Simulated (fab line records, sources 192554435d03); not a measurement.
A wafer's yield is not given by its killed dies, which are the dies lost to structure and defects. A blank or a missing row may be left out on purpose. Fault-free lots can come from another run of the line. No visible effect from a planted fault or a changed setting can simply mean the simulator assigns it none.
Struck lot and sound lot, side by side | flow n5 finfet | 39 out of 1938 route steps
Sound: wafers L267.1, L267.4, L267.6. Wafers struck: L263.2, L263.4, L263.5. The cause is named last.
For every step that has rows: the tool of each side, followed by ch and its chambers, followed by its first start. Under that, the readings that differ: sound wafers | struck wafers | difference of the means | sigmas: that difference in standard deviations of wafers without a fault.
alike: readings with means less than 2 such deviations apart, plus words and numbers identical on both sides. not compared: withheld readings, readings lacking a value on some wafer, bounds such as >300 that could conceal the same value, and numbers that have no deviation in the record and whose values overlap.
Wherever a step has rows on one side only, a row that says differs or no value, or a row with sigmas, the two part there. Numbers that have no deviation but don't overlap get no sigmas and don't part them. Lack of a reading on every wafer of one side parts them only where that side has two or more wafers.

first, 12 steps without rows for these wafers: N5_SD_EPI_N_STRIP_36 (strips in N2/H2); N5_SD_EPI_N_ETCHBACK_44 (etches SiNx in CH3F/O2, stops on SiO2, target depth 14.5 nm); N5_SD_EPI_N_ETCH_45 (etches SiOCN in CH3F/O2, target depth 6 nm); N5_SD_EPI_N_ETCH_16 (etches SiO2 in CHF3/O2, target depth 5 nm); N5_SD_EPI_N_STRIP_47 (strips in CHF3/O2); N5_SD_EPI_N_SD_RECESS_17 (chemistry HBr/Cl2/O2, target depth 41 nm, time 23.7 s, bt time 3 s); N5_SD_EPI_N_STRIP_38 (strips in N2/H2); N5_SD_EPI_N_WET_ETCH_43 (etches SiO2 in dHF, time 14 s, target depth 1.5 nm); N5_SD_EPI_N_STRIP_18 (strips in SPM, time 750 s); N5_SD_EPI_N_SRD_20 (time 30 s); N5_SD_EPI_N_PRECLEAN_48 (cleans in NF3:NH3, afs cycles 2, time 20 s, sublimation time 60 s); N5_SD_EPI_N_VAPOR_ETCH_50 (etches Si in HCl, time 54 s).
N5_SD_EPI_N_EPI_21: deposits Si:P, time 690 s.
  sound on epi rpcvd-02 ch 0, day 7 16:02; struck on epi rpcvd-01 ch 0, day 6 14:28
  reading                                   | sound             | struck            | difference | sigmas
  susceptor temp C (C)                      | 679.8 679.9 680.1 | 677.0 677.0 677.5 | -2.8       | -9
  susceptor_temp_C_max                      | 680.8 681.4 681.2 | 678.5 678.3 679.0 | -2.5       | -6
  model.Si-P_of_SD_EPI_N_EPI_21.thk nm (nm) | 59.4 58.4 59.6    | 56.4 55.6 56.4    | -3.0       |
N5_SD_EPI_N_EPI_MEAS_23:
  sound on film metro-01, day 7 17:45; struck on film metro-02, day 6 15:55
  reading     | sound          | struck         | difference | sigmas
  thk nm (nm) | 57.3 57.5 60.0 | 55.2 54.6 55.5 | -3.2       | -3
then, 24 steps without rows for these wafers: N5_SD_EPI_N_PRECLEAN_24 (cleans in O3/DIW, time 60 s); N5_SD_EPI_N_SRD_25 (time 30 s); N5_SD_EPI_N_PRECLEAN_49 (cleans in NF3:NH3, afs cycles 1, time 20 s, sublimation time 60 s); N5_SD_EPI_N_LINER_46 (material SiNx, target thk 3 nm); N5_SD_EPI_P_COAT_34 (time 60 s, resist thk 350 nm); N5_SD_EPI_P_COAT_35 (time 60 s, resist thk 35 nm); N5_SD_EPI_P_COAT_03 (resist thk 150 nm); N5_SD_EPI_P_EBR_05; N5_SD_EPI_P_SOFTBAKE_04 (time 60 s); N5_SD_EPI_P_EXPOSE_06 (exposes mask SD P BLK, target cd 240 nm); N5_SD_EPI_P_PEB_07 (peb time 60 s); N5_SD_EPI_P_DEVELOP_08 (develop time 30 s); N5_SD_EPI_P_DESCUM_14 (chemistry O2, time 7.9 s); N5_SD_EPI_P_ETCH_36 (etches SiARC in CF4, target depth 45.5 nm, time 75.8 s); N5_SD_EPI_P_ETCH_37 (etches SOC in N2/H2, overetch 108 nm, time 486 s); N5_SD_EPI_P_STRIP_38 (strips in N2/H2); N5_SD_EPI_P_ETCHBACK_46 (etches SiNx in CH3F/O2, stops on SiO2, target depth 17.5 nm); N5_SD_EPI_P_ETCH_47 (etches SiOCN in CH3F/O2, target depth 25 nm); N5_SD_EPI_P_ETCH_16 (etches SiO2 in CHF3/O2, target depth 5 nm); N5_SD_EPI_P_STRIP_50 (strips in CHF3/O2); N5_SD_EPI_P_SD_RECESS_17 (chemistry HBr/Cl2/O2, target depth 39.1 nm, bt time 3 s); N5_SD_EPI_P_WET_ETCH_45 (etches SiO2 in dHF, time 10.7 s, target depth 2 nm, rinse time 30 s); N5_SD_EPI_P_STRIP_40 (strips in N2/H2); N5_SD_EPI_P_PRECLEAN_52 (cleans in O3/DIW, time 60 s).
N5_MOL_CONTACT_COAG_ETCH_15: etches SiNx in CH3F/O2, stops on Si:P, target depth 7 nm.
  sound on rie diel-04 ch 1,3, day 9 06:35; struck on rie diel-05 ch 0,1, day 8 02:16
  reading                                   | sound          | struck         | difference | sigmas
  showerhead plenum p Torr (Torr)           | 2.11 2.08 2.11 | 1.92 1.95 1.95 | -0.16      | -2
  model.Si-P_of_SD_EPI_N_EPI_21.thk nm (nm) | 58.6 57.6 58.8 | 55.6 54.8 55.6 | -3.0       |
  alike: drypump motor current A, oes product au, rf vpp V, throttle valve pct
  not compared: rf hours counter h

WHERE THEY PART
Last at N5_MOL_CONTACT_COAG_ETCH_15 as far as this record goes, first at N5_SD_EPI_N_EPI_21.

WHY: what the simulator had put in
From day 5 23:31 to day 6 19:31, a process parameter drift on epi rpcvd-01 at N5_SD_EPI_N_EPI_21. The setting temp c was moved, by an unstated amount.
